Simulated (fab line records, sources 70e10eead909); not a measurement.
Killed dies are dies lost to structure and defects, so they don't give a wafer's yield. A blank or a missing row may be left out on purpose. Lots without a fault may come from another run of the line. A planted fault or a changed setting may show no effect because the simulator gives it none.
Chamber matching | flow nand_harc | NHARC_A_SGD_CUT_DEP_00 on pecvd-03: 3 sister chambers
The step deposits SiNx, target thk 50 nm. 27 wafers are shown with their chamber, then 12 later ones without.

WAFERS WITH THEIR CHAMBER
wafer  | chamber | heater_power_outer_w (W) | heater_power_w (W)
L079.2 | 2       | 453                      | 718
L079.3 | 0       | 355                      | 650
L079.6 | 2       | 463                      | 729
L078.3 | 1       | 429                      | 744
L078.4 | 1       | 428                      | 760
L078.6 | 2       | 427                      | 690
L081.3 | 1       | 404                      | 716
L081.4 | 1       | 407                      | 701
L081.6 | 0       | 352                      | 651
L080.2 | 0       | 356                      | 657
L080.3 | 1       | 441                      | 747
L080.4 | 1       | 432                      | 759
L082.1 | 0       | 348                      | 638
L082.2 | 1       | 418                      | 702
L082.5 | 2       | 473                      | 722
L086.1 | 0       | 305                      | 577
L086.3 | 2       | 529                      | 827
L086.5 | 1       | 475                      | 797
L089.3 | 2       | 504                      | 783
L089.5 | 0       | 320                      | 600
L089.6 | 1       | 382                      | 669
L091.4 | 0       | 343                      | 624
L091.5 | 1       | 441                      | 742
L091.6 | 2       | 545                      | 812
L092.1 | 1       | 377                      | 664
L092.3 | 1       | 384                      | 676
L092.4 | 0       | 340                      | 625

SIGNATURES (means of the wafers above)
reading              | chamber 0 | chamber 1 | chamber 2 | scatter within a chamber
heater_power_outer_w | 339.88    | 418.17    | 484.86    | 30.6
heater_power_w       | 627.75    | 723.08    | 754.43    | 41.4
Rule: a wafer's distance from a chamber is the root of the sum, over the readings, of the square of ((its reading less the chamber's mean) divided by the reading's scatter). The wafer belongs to the nearest chamber; if the next one is less than 2 further off, it can't be placed. The scatter: the root of (the sum of the squares of (reading less its chamber's mean) over the shown wafers, divided by (wafers less chambers)).

WAFERS WITHOUT THEIR CHAMBER
wafer  | heater_power_outer_w (W) | heater_power_w (W)
L093.1 | 284                      | 570
L093.3 | 497                      | 777
L093.4 | 499                      | 787
L094.1 | 291                      | 530
L094.3 | 454                      | 772
L094.6 | 530                      | 806
L095.3 | 452                      | 771
L095.5 | 531                      | 810
L095.6 | 327                      | 598
L096.1 | 329                      | 617
L096.2 | 371                      | 677
L096.3 | 495                      | 761

WHICH CHAMBER EACH WENT THROUGH
wafer  | from the rows above     | in truth
L093.1 | 0                       | 0
L093.3 | 2                       | 2
L093.4 | 2                       | 2
L094.1 | 0                       | 0
L094.3 | can't be placed: 2 or 1 | 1
L094.6 | 2                       | 2
L095.3 | can't be placed: 2 or 1 | 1
L095.5 | 2                       | 2
L095.6 | 0                       | 0
L096.1 | 0                       | 0
L096.2 | can't be placed: 0 or 1 | 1
L096.3 | 2                       | 2
Placed correctly: 9 of 12. Can't be placed from these rows: 3 (the true chamber is among the candidates in 3). Placed wrongly: 0.
